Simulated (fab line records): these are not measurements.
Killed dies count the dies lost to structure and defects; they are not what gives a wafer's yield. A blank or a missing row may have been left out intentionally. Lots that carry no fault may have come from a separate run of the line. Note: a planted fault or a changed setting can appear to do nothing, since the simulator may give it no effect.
Problem report, 8D (eight disciplines) form, completed by code || flow nand-harc || the parts of the form that need people (team, actions taken, sign-off) are left out

== 1. WHAT WENT WRONG ==
run-length-s at NHARC_A_CONTACT_ETCH_90 reads a mean of 72.2 s on 2 wafers of 2 lots; wafers without a fault read 106.8 s with a standard deviation of 0.44. Relative to the usual mean, that is a shift of -79 standard deviations.
The step: etches the open film in CH3F/O2, target depth 40 nm, time 85.7 s.
The first sign was on wafer L804.5 at day 29 06:43, on rie-diel-11. At this step, 42 wafers from 14 lots have a number in the record. Rule for "out" (also "out of limits"): further than 4 standard deviations from the usual mean. All remaining wafers that have a number are taken as sound.

== 2. WHAT IT IS AND WHAT IT IS NOT ==
{"question": "which readings at this step", "is": "run-length-s", "is not": "chamber-pressure-mTorr, drypump-motor-current-A, oes-product-au, rf-vpp-V, showerhead-plenum-p-Torr, throttle-valve-pct"}
{"question": "which lots", "is": "L804, L805", "is not": "L787, L788, L789, L790, L791, L792, L793, L795, L796, L806, L808, L810"}
{"question": "which wafers of those lots", "is": "L804.5, L805.1", "is not": "L804.3, L804.6, L805.2, L805.4"}
{"question": "read on which tools", "is": "rie-diel-11", "is not": "rie-diel-08, rie-diel-13"}
{"question": "when", "is": "from day 29 06:43", "is not": "up to then (29 sound wafers); but 11 sound wafers of L805, L806, L808, L810 came after"}

== 3. SUSPECTS, AND WHAT RULES EACH OUT ==
Counting: any tool at a process step up to the reading remains a suspect provided it ran every lot that is out. Sound lots after the first of them don't rule it out here, since some wafers of a struck lot are sound.
- rie-diel-13 at NHARC_A_CONTACT_ETCH_50 (etches the open film in CF4/CHF3, target depth 121 nm, time 60.5 s): kept. Ran every lot that is out, first one L804 (day 29 05:53); last sound lot up to then L796 (day 25 05:46). NHARC_A_CONTACT_ETCH_50 gives no start for some lots, so the hours and the order of its lots are those of NHARC_A_CONTACT_ETCH_123.
- rie-diel-11 at NHARC_A_CONTACT_ETCH_90 (etches the open film in CH3F/O2, target depth 40 nm, time 85.7 s): kept. Ran every lot that is out, first one L804 (day 29 06:43); last sound lot up to then L795 (day 25 22:17). Out on those wafers are its own readings of run-length-s.
- rie-diel-11, NHARC_A_CONTACT_ETCH_90: wafers that are out in chamber 0, sound lot-mates in chambers 1, 2, 3.
Left after counting: rie-diel-13 at NHARC_A_CONTACT_ETCH_50, rie-diel-11 at NHARC_A_CONTACT_ETCH_90.

== 4. THE CAUSE (what the simulator had put in) ==
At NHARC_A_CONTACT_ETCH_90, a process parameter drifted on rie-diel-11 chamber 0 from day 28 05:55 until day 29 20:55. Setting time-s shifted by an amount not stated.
Of the 2 suspects that counting leaves, this tool is one.

== 5. SEQUENCE OF EFFECTS, ordered by route ==
Each row: a reading where the mean over the struck wafers with a number is more than 3 standard deviations away from the usual. Scope: only readings with a usual standard deviation given in the record; hours: median across lots of the time from each lot's start at the first step in this table that gives one to its start at this step; sigmas: change in usual standard deviations.
{"hours": 0, "step": "NHARC_A_CONTACT_ETCH_90", "reading": "run-length-s", "usual": "106.8 s", "on struck wafers": 72.2, "change": -34.6, "sigmas": -79}
Here are the process steps it includes:
- NHARC_A_CONTACT_ETCH_90: etches the open film in CH3F/O2, target depth 40 nm, time 85.7 s.
Readings that are blank on the struck wafers while sound wafers have them: bias-w at NHARC_A_CONTACT_ETCH_90.

== 6. WHAT WOULD HAVE CAUGHT IT SOONER ==
In this record the first reading out of limits was taken at day 29 06:43, 25 hours after the fault began at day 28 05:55.
